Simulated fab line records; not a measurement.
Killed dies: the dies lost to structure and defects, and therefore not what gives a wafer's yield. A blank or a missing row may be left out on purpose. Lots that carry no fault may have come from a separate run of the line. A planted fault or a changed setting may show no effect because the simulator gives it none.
Which tool was responsible?	flow n5-finfet	69 wafers from 23 lots sampled at 6 of the route's 1938 steps

WHAT THE GAUGES SHOWED, per wafer
The record lacks any reading of a measuring or inspecting step that a usual standard deviation could be used to judge.

WHICH TOOL RAN EACH LOT (tool, then ch and the chambers of the sampled wafers, then the start)
lot	N5_DUMMY_GATE_HM_OPEN_21	N5_SPACER0_ALD_07	N5_SD_EPI_N_ETCH_45	N5_HKMG_FIN_ALD_75	N5_HKMG_FIN_STRIP_34	N5_HKMG_FIN_ETCH_67
L074	rie-diel-03 ch 0,1,3, day 2 23:08	ald-sin-04 ch 0,1,3, day 3 00:00	rie-diel-04 ch 1,3, day 3 01:32	ald-hk-02 ch 2,3, day 4 00:00	rie-diel-05 ch 0,1,2, day 4 04:09	rie-diel-01 ch 1,2,3, day 4 06:23
L075	rie-diel-06 ch 0,1, day 3 04:31	ald-sin-03 ch 1,2,3, day 3 05:12	rie-diel-04 ch 0,2,3, day 3 06:55	ald-hk-01 ch 1,3, day 4 03:44	rie-diel-05 ch 0,2, day 4 07:57	rie-diel-04 ch 1,2,3, day 4 10:04
L076	rie-diel-06 ch 0,3, day 3 15:37	ald-sin-04 ch 0,3, day 3 16:21	rie-diel-05 ch 0,2,3, day 3 17:47	ald-hk-01 ch 0,1,2, day 4 14:01	rie-diel-05 ch 2,3, day 4 18:06	rie-diel-01 ch 0,1, day 4 20:29
L077	rie-diel-03 ch 0,1,3, day 3 16:11	ald-sin-04 ch 1,3, day 3 16:53	rie-diel-05 ch 0,3, day 3 18:28	ald-hk-03 ch 1,3, day 4 14:59	rie-diel-01 ch 0,3, day 4 19:08	rie-diel-05 ch 0,2,3, day 4 21:25
L078	rie-diel-02 ch 0,3, day 3 23:19	ald-sin-04 ch 0,3, day 4 00:04	rie-diel-04 ch 0,1,3, day 4 01:38	ald-hk-02 ch 1,2, day 5 00:05	rie-diel-01 ch 0,2, day 5 04:27	rie-diel-04 ch 0,1,2, day 5 06:34
L079	rie-diel-06 ch 2,3, day 4 04:49	ald-sin-01 ch 0,2,3, day 4 05:44	rie-diel-04 ch 0,1,2, day 4 07:11	ald-hk-02 ch 1,3, day 5 03:22	rie-diel-04 ch 0,2,3, day 5 08:14	rie-diel-01 ch 0,2,3, day 5 10:31
L080	rie-diel-02 ch 0,2, day 4 09:59	ald-sin-04 ch 0,1,3, day 4 10:40	rie-diel-04 ch 0,2,3, day 4 12:14	ald-hk-01 ch 0,3, day 5 09:08	rie-diel-05 ch 0,1,2, day 5 13:53	rie-diel-05 ch 0,3, day 5 15:59
L081	rie-diel-03 ch 0,1,2, day 4 16:52	ald-sin-01 ch 1,2, day 4 17:59	rie-diel-01 ch 0,1,2, day 4 20:01	ald-hk-02 ch 0,1, day 5 17:07	rie-diel-05 ch 0,1, day 5 22:14	rie-diel-04 ch 1,2,3, day 6 00:37
L082	rie-diel-02 ch 2,3, day 5 04:44	ald-sin-01 ch 2,3, day 5 05:53	rie-diel-05 ch 0,2,3, day 5 07:43	ald-hk-02 ch 0,1,3, day 6 06:53	rie-diel-04 ch 0,2,3, day 6 11:44	rie-diel-05 ch 1,3, day 6 14:14
L083	rie-diel-03 ch 0,2,3, day 5 06:32	ald-sin-01 ch 1,2, day 5 07:43	rie-diel-04 ch 0,1,2, day 5 09:41	ald-hk-02 ch 0,2,3, day 6 10:22	rie-diel-01 ch 1,2, day 6 14:41	rie-diel-01 ch 0,3, day 6 16:48
L084	rie-diel-06 ch 1,2,3, day 5 12:06	ald-sin-04 ch 0,2,3, day 5 12:47	rie-diel-04 ch 0,1,2, day 5 14:22	ald-hk-02 ch 1,2,3, day 6 14:34	rie-diel-01 ch 0,2, day 6 18:43	rie-diel-04 ch 2,3, day 6 21:01
L085	rie-diel-06 ch 0,3, day 5 16:10	ald-sin-01 ch 0,1,3, day 5 16:52	rie-diel-01 ch 0,1,2, day 5 18:40	ald-hk-03 ch 0,3, day 6 16:19	rie-diel-05 ch 1,2,3, day 6 20:52	rie-diel-01 ch 1,3, day 6 23:16
L086	rie-diel-06 ch 1,2, day 6 02:46	ald-sin-01 ch 0,1,3, day 6 03:53	rie-diel-05 ch 1,2,3, day 6 06:19	ald-hk-01 ch 1,2,3, day 7 02:29	rie-diel-01 ch 1,2,3, day 7 07:27	rie-diel-04 ch 0,3, day 7 09:34
L088	rie-diel-06 ch 1,3, day 6 10:41	ald-sin-04 ch 0,3, day 6 11:22	rie-diel-01 ch 1,2,3, day 6 13:02	ald-hk-02 ch 2,3, day 7 09:30	rie-diel-05 ch 0,2, day 7 13:50	rie-diel-01 ch 2,3, day 7 16:20
L089	rie-diel-03 ch 0,2,3, day 6 17:52	ald-sin-01 ch 0,2,3, day 6 18:39	rie-diel-04 ch 0,1, day 6 20:13	ald-hk-02 ch 0,1,2, day 7 16:54	rie-diel-01 ch 0,3, day 7 21:08	rie-diel-04 ch 0,2, day 7 23:19
L090	rie-diel-06 ch 1,2,3, day 6 23:35	ald-sin-04 ch 0,2,3, day 7 00:19	rie-diel-05 ch 0,1,2, day 7 01:59	ald-hk-01 ch 0,1,3, day 7 22:19	rie-diel-05 ch 0,1, day 8 02:41	rie-diel-04 ch 0,3, day 8 04:48
L091	rie-diel-06 ch 0,1,2, day 7 06:44	ald-sin-01 ch 0,2,3, day 7 07:25	rie-diel-01 ch 1,2,3, day 7 09:02	ald-hk-01 ch 0,1,3, day 8 05:19	rie-diel-01 ch 0,1,2, day 8 10:08	rie-diel-04 ch 1,2,3, day 8 12:17
L092	rie-diel-03 ch 0,1,3, day 7 12:25	ald-sin-01 ch 0,1,2, day 7 13:10	rie-diel-01 ch 0,3, day 7 14:52	ald-hk-02 ch 1,2, day 8 12:29	rie-diel-01 ch 1,3, day 8 16:42	rie-diel-04 ch 1,3, day 8 18:49
L093	rie-diel-06 ch 0,1,2, day 7 17:37	ald-sin-01 ch 1,2,3, day 7 18:18	rie-diel-05 ch 0,2,3, day 7 19:53	ald-hk-03 ch 0,1,2, day 8 17:11	rie-diel-05 ch 1,2,3, day 8 21:28	rie-diel-05 ch 0,1,2, day 8 23:35
L094	rie-diel-02 ch 0,3, day 8 01:18	ald-sin-03 ch 0,1,2, day 8 01:59	rie-diel-05 ch 1,2,3, day 8 03:33	ald-hk-01 ch 0,2,3, day 9 00:40	rie-diel-05 ch 0,1,2, day 9 04:59	rie-diel-05 ch 1,2, day 9 07:13
L095	rie-diel-06 ch 2,3, day 8 03:44	ald-sin-04 ch 0,1,3, day 8 04:27	rie-diel-05 ch 1,2, day 8 06:29	ald-hk-01 ch 0,3, day 9 04:25	rie-diel-01 ch 1,2, day 9 09:52	rie-diel-01 ch 1,2, day 9 11:59
L096	rie-diel-06 ch 1,2, day 8 13:31	ald-sin-04 ch 0,1, day 8 14:20	rie-diel-01 ch 0,2,3, day 8 15:54	ald-hk-01 ch 0,2,3, day 9 13:28	rie-diel-04 ch 0,1, day 9 17:52	rie-diel-04 ch 0,1, day 9 20:19
L097	rie-diel-02 ch 1,3, day 8 16:26	ald-sin-04 ch 0,2, day 8 17:19	rie-diel-05 ch 1,2, day 8 18:54	ald-hk-01 ch 0,1,2, day 9 16:08	rie-diel-01 ch 0,2, day 9 20:16	rie-diel-01 ch 0,1,3, day 9 22:46
- N5_DUMMY_GATE_HM_OPEN_21: chemistry CH3F/O2, target SiNx, target depth 120 nm, time 171.4 s.
- N5_SPACER0_ALD_07: deposits SiNx, target thk 2 nm.
- N5_SD_EPI_N_ETCH_45: etches SiOCN in CH3F/O2, target depth 6 nm.
- N5_HKMG_FIN_ALD_75: deposits Al2O3, target thk 1 nm, co reactant pulse time 1 s.
- N5_HKMG_FIN_STRIP_34: strips in CF4.
- N5_HKMG_FIN_ETCH_67: etches SOC in N2/H2, stops on TiN, target depth 388.9 nm.

WHAT THE TOOLS THEMSELVES READ (means of the sampled wafers that have a number; where no wafer has one, the mark that the record gives instead)
N5_DUMMY_GATE_HM_OPEN_21. Usual: drypump-motor-current-A 5.95 A, standard deviation 0.28; oes-product-au 0.77 a.u., standard deviation 0.075; rf-vpp-V 299 V, standard deviation 10; showerhead-plenum-p-Torr 2.04 Torr, standard deviation 0.051; throttle-valve-pct 16.43 %, standard deviation 0.21.
lot	tool	drypump-motor-current-A (A)	oes-product-au (a.u.)	rf-vpp-V (V)	showerhead-plenum-p-Torr (Torr)	throttle-valve-pct (%)	flag
L074	rie-diel-03	5.67	0.75	304	2.01	16.51	
L075	rie-diel-06	6.02	0.82	305	2.10	16.35	
L076	rie-diel-06	5.80	0.72	297	2.05	16.65	
L077	rie-diel-03	5.65	0.75	304	2.01	16.52	
L078	rie-diel-02	5.68	0.69	298	1.99	16.50	
L079	rie-diel-06	5.92	0.72	295	2.00	16.50	
L080	rie-diel-02	5.77	0.74	295	2.02	16.37	
L081	rie-diel-03	5.73	0.78	296	2.01	16.57	
L082	rie-diel-02	6.03	0.73	284	2.03	16.37	
L083	rie-diel-03	5.89	0.78	294	2.02	16.40	
L084	rie-diel-06	6.10	0.77	300	2.03	16.46	
L085	rie-diel-06	5.78	0.73	298	2.07	16.57	
L086	rie-diel-06	6.33	0.83	307	2.05	16.25	
L088	rie-diel-06	6.02	0.76	298	2.03	16.59	
L089	rie-diel-03	5.88	0.78	294	2.02	16.42	
L090	rie-diel-06	6.11	0.76	301	2.02	16.47	
L091	rie-diel-06	6.12	0.77	303	2.05	16.36	
L092	rie-diel-03	5.66	0.73	305	2.00	16.57	
L093	rie-diel-06	6.11	0.77	303	2.05	16.38	
L094	rie-diel-02	5.90	0.94	289	1.98	16.15	
L095	rie-diel-06	5.95	0.71	295	1.99	16.55	
L096	rie-diel-06	6.19	0.75	301	2.01	16.36	
L097	rie-diel-02	6.07	0.89	288	2.04	16.16	

N5_SPACER0_ALD_07. Usual: 819 W for heater-power-w, sd 66.
lot	tool	heater-power-w (W)	flag
L074	ald-sin-04	783	
L075	ald-sin-03	816	
L076	ald-sin-04	809	
L077	ald-sin-04	773	
L078	ald-sin-04	789	
L079	ald-sin-01	862	
L080	ald-sin-04	796	
L081	ald-sin-01	853	
L082	ald-sin-01	795	
L083	ald-sin-01	793	
L084	ald-sin-04	817	
L085	ald-sin-01	823	
L086	ald-sin-01	811	
L088	ald-sin-04	789	
L089	ald-sin-01	860	
L090	ald-sin-04	823	
L091	ald-sin-01	839	
L092	ald-sin-01	866	
L093	ald-sin-01	822	
L094	ald-sin-03	841	
L095	ald-sin-04	787	
L096	ald-sin-04	787	
L097	ald-sin-04	826	

N5_SD_EPI_N_ETCH_45. Usual: drypump-motor-current-A 5.4 A, standard deviation 0.55; oes-product-au 0.74 a.u., standard deviation 0.078; rf-vpp-V 127.2 V, standard deviation 1; showerhead-plenum-p-Torr 1.96 Torr, standard deviation 0.064; throttle-valve-pct 23.3 %, standard deviation 0.3.
lot	tool	drypump-motor-current-A (A)	oes-product-au (a.u.)	rf-vpp-V (V)	showerhead-plenum-p-Torr (Torr)	throttle-valve-pct (%)	flag
L074	rie-diel-04	5.1	0.71	127.5	1.94	23.2	
L075	rie-diel-04	5.2	0.72	127.5	1.99	23.5	
L076	rie-diel-05	5.4	0.78	128.1	1.97	23.1	
L077	rie-diel-05	5.6	0.70	127.4	1.94	23.1	
L078	rie-diel-04	5.2	0.71	127.5	1.98	23.5	
L079	rie-diel-04	5.4	0.71	127.1	1.92	23.3	
L080	rie-diel-04	5.2	0.72	127.8	1.99	23.5	
L081	rie-diel-01	5.3	0.70	126.7	2.00	23.4	
L082	rie-diel-05	5.3	0.77	127.5	1.97	23.1	
L083	rie-diel-04	5.3	0.70	126.3	1.92	23.3	
L084	rie-diel-04	5.4	0.70	126.4	1.92	23.3	
L085	rie-diel-01	5.3	0.70	128.2	2.00	23.4	
L086	rie-diel-05	5.5	0.79	127.0	1.95	23.3	
L088	rie-diel-01	5.3	0.70	127.2	1.99	23.2	
L089	rie-diel-04	5.5	0.68	126.7	1.93	23.5	
L090	rie-diel-05	5.9	0.86	128.1	1.97	23.0	
L091	rie-diel-01	5.3	0.69	127.9	1.99	23.2	
L092	rie-diel-01	4.9	0.87	127.2	1.96	23.2	
L093	rie-diel-05	5.3	0.85	127.2	1.96	23.1	
L094	rie-diel-05	5.5	0.76	126.6	1.95	23.3	
L095	rie-diel-05	5.6	0.80	127.1	1.99	23.1	
L096	rie-diel-01	5.3	0.75	127.0	1.95	23.2	
L097	rie-diel-05	5.6	0.80	127.4	1.98	23.1	

N5_HKMG_FIN_ALD_75. Usual: heater-power-w 144 W, standard deviation 15; precursor-pulse-height-rel 0.999, standard deviation 0.021.
lot	tool	heater-power-w (W)	precursor-pulse-height-rel	flag
L074	ald-hk-02	127	0.979	
L075	ald-hk-01	163	0.997	
L076	ald-hk-01	151	1.011	
L077	ald-hk-03	147	0.990	
L078	ald-hk-02	142	0.989	
L079	ald-hk-02	131	0.993	
L080	ald-hk-01	148	1.001	
L081	ald-hk-02	133	1.027	
L082	ald-hk-02	131	1.003	
L083	ald-hk-02	133	0.992	
L084	ald-hk-02	134	1.012	
L085	ald-hk-03	157	0.990	
L086	ald-hk-01	153	0.992	
L088	ald-hk-02	136	0.993	
L089	ald-hk-02	138	0.983	
L090	ald-hk-01	159	0.969	
L091	ald-hk-01	159	1.022	
L092	ald-hk-02	142	0.989	
L093	ald-hk-03	148	0.997	
L094	ald-hk-01	145	1.002	
L095	ald-hk-01	148	0.988	
L096	ald-hk-01	147	0.970	
L097	ald-hk-01	151	1.029	

N5_HKMG_FIN_STRIP_34. Usual: drypump-motor-current-A 5.4 A, standard deviation 0.63; oes-product-au 0.76 a.u., standard deviation 0.085; rf-vpp-V 270.8 V, standard deviation 1.4; showerhead-plenum-p-Torr 1.77 Torr, standard deviation 0.05; throttle-valve-pct 13.56 %, standard deviation 0.24.
lot	tool	drypump-motor-current-A (A)	oes-product-au (a.u.)	rf-vpp-V (V)	showerhead-plenum-p-Torr (Torr)	throttle-valve-pct (%)	flag
L074	rie-diel-05	5.9	0.78	270.3	1.77	13.42	
L075	rie-diel-05	5.4	0.81	272.3	1.80	13.27	
L076	rie-diel-05	5.0	0.79	270.4	1.74	13.39	
L077	rie-diel-01	4.9	0.68	271.4	1.78	13.76	
L078	rie-diel-01	5.8	0.68	270.9	1.76	13.78	
L079	rie-diel-04	5.2	0.71	272.3	1.79	13.78	
L080	rie-diel-05	5.8	0.77	270.2	1.77	13.44	
L081	rie-diel-05	6.2	0.73	269.7	1.74	13.61	
L082	rie-diel-04	5.2	0.71	271.2	1.79	13.79	
L083	rie-diel-01	5.2	0.72	272.5	1.82	13.69	
L084	rie-diel-01	5.4	0.68	270.5	1.77	13.83	
L085	rie-diel-05	5.5	0.78	270.3	1.75	13.46	
L086	rie-diel-01	5.3	0.70	271.0	1.79	13.66	
L088	rie-diel-05	5.7	0.91	270.9	1.77	13.09	
L089	rie-diel-01	4.9	0.77	270.6	1.77	13.51	
L090	rie-diel-05	6.1	0.86	270.3	1.74	13.27	
L091	rie-diel-01	5.3	0.78	271.6	1.79	13.62	
L092	rie-diel-01	4.8	0.69	270.4	1.79	13.64	
L093	rie-diel-05	5.5	0.76	270.8	1.74	13.48	
L094	rie-diel-05	5.8	0.82	270.2	1.76	13.31	
L095	rie-diel-01	5.2	0.71	271.3	1.81	13.74	
L096	rie-diel-04	5.4	0.93	272.4	1.85	13.31	
L097	rie-diel-01	5.4	0.83	269.8	1.77	13.54	

N5_HKMG_FIN_ETCH_67. Usual: drypump-motor-current-A 5.3 A, standard deviation 0.51; oes-product-au 0.74 a.u., standard deviation 0.09; rf-vpp-V 240.5 V, standard deviation 1.4; showerhead-plenum-p-Torr 2.52 Torr, standard deviation 0.077; throttle-valve-pct 17.82 %, standard deviation 0.25.
lot	tool	drypump-motor-current-A (A)	oes-product-au (a.u.)	rf-vpp-V (V)	showerhead-plenum-p-Torr (Torr)	throttle-valve-pct (%)	flag
L074	rie-diel-01	5.3	0.70	240.7	2.56	17.85	
L075	rie-diel-04	5.2	0.70	240.2	2.50	17.85	
L076	rie-diel-01	4.9	0.70	240.7	2.53	17.78	
L077	rie-diel-05	5.3	0.76	240.6	2.51	17.64	
L078	rie-diel-04	5.4	0.70	239.6	2.46	17.95	
L079	rie-diel-01	5.4	0.67	240.6	2.51	17.81	
L080	rie-diel-05	5.6	0.69	240.1	2.49	17.83	
L081	rie-diel-04	5.2	0.70	240.5	2.49	17.87	
L082	rie-diel-05	5.4	0.74	238.2	2.44	17.90	
L083	rie-diel-01	4.9	0.67	240.2	2.50	17.74	
L084	rie-diel-04	5.0	0.71	242.2	2.56	17.92	
L085	rie-diel-01	4.8	0.69	241.4	2.56	17.79	
L086	rie-diel-04	5.1	0.69	240.9	2.58	18.11	
L088	rie-diel-01	5.4	0.66	239.3	2.52	17.83	
L089	rie-diel-04	5.4	0.69	239.6	2.48	18.12	
L090	rie-diel-04	5.1	0.69	241.2	2.57	18.14	
L091	rie-diel-04	5.2	0.78	241.0	2.59	17.81	
L092	rie-diel-04	5.0	0.76	242.5	2.64	17.90	
L093	rie-diel-05	5.8	0.82	239.9	2.51	17.60	
L094	rie-diel-05	5.6	0.78	240.9	2.52	17.55	
L095	rie-diel-01	5.8	0.67	241.2	2.55	18.00	
L096	rie-diel-04	5.5	0.95	241.1	2.57	17.82	
L097	rie-diel-01	4.8	0.85	240.7	2.53	17.62	

THE ANSWER, worked out from the rows above alone
Rule: a lot counts as off when the mean over its wafers that have a number is more than 3 standard deviations away from the usual mean. Also off: a lot with no number at a reading for which 4 or more lots have one. Any other lot the step has rows for is counted as sound. First the gauges in route order, then the tools' own readings, where a lot's mean is used as printed above. The first step at which some lot is off is used, and at that step the reading that is off furthest; a lot without a number counts as furthest.
Across all readings shown, no lot is off: no conclusion can be drawn from this.

WHAT THE SIMULATOR HAD PUT IN
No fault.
